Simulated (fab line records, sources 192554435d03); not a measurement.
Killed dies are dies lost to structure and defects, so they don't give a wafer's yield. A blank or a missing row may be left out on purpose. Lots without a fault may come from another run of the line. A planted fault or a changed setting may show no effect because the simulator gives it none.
Problem report in the 8D (eight disciplines) form, filled by code | flow n5_finfet | the parts of the form that need people (team, actions taken, sign-off) are left out

1. THE PROBLEM
spin_speed_rpm at N5_BEOL_M15_COAT_60 reads a mean of 1828.7 rpm on 6 wafers of 2 lots; wafers without a fault read 1500.1 rpm with a standard deviation of 0.85. That is +99 or more standard deviations from the usual mean.
The step: time 60 s, resist thk 89 nm.
First seen on wafer L426.1, day 17 12:38, on litho_track-04. The record holds 33 wafers of 11 lots with a number at this step. Rule for "out", or "out of limits": more than 4 standard deviations from the usual mean. The other wafers with a number count as sound.

2. WHAT IT IS AND WHAT IT IS NOT
question                    | is                     | is not
which readings at this step | spin_speed_rpm         | -
which lots                  | L426, L430             | L413, L414, L416, L417, L418, L420, L432, L435, L436
which wafers of those lots  | all that have a number | -
read on which tools         | litho_track-04         | litho_track-03, litho_track-05
when                        | from day 17 12:38      | up to then (18 sound wafers); but 9 sound wafers of L432, L435, L436 came after

3. SUSPECTS, AND WHAT RULES EACH OUT
Counting: a tool at a process step up to the reading stays a suspect if it ran every lot that is out and no sound lot after the first of them.
- litho_track-04 at N5_BEOL_M15_COAT_60 (time 60 s, resist thk 89 nm): kept. It ran every lot that is out, first L426 (day 17 12:38), and no sound lot after that; its last sound lot up to then is L417 (day 13 11:25). Its own readings are out on those wafers: spin_speed_rpm.
Left after counting: litho_track-04 at N5_BEOL_M15_COAT_60.

4. THE CAUSE (what the simulator had put in)
Process parameter drift: litho_track-04, from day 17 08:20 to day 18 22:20, at N5_BEOL_M15_COAT_60. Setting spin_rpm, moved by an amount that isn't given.
Counting left only this tool.

5. THE CHAIN OF EFFECTS, in route order
Each row: a reading whose mean over the struck wafers that have a number lies more than 3 standard deviations from the usual. Only readings for which the record gives a usual standard deviation are gone through. hours: the time from each lot's start at the first step in this table that gives one to its start at this step, as a median over the lots. sigmas: the change in usual standard deviations.
hours | step                | reading        | usual      | on struck wafers | change | sigmas
0     | N5_BEOL_M15_COAT_60 | spin_speed_rpm | 1500.1 rpm | 1828.7           | +328.6 | +99 or more
The process steps in it:
- N5_BEOL_M15_COAT_60: time 60 s, resist thk 89 nm.

6. WHAT WOULD HAVE CAUGHT IT SOONER
In this record the first reading out of limits was taken at day 17 12:38, 4 hours after the fault began at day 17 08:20.
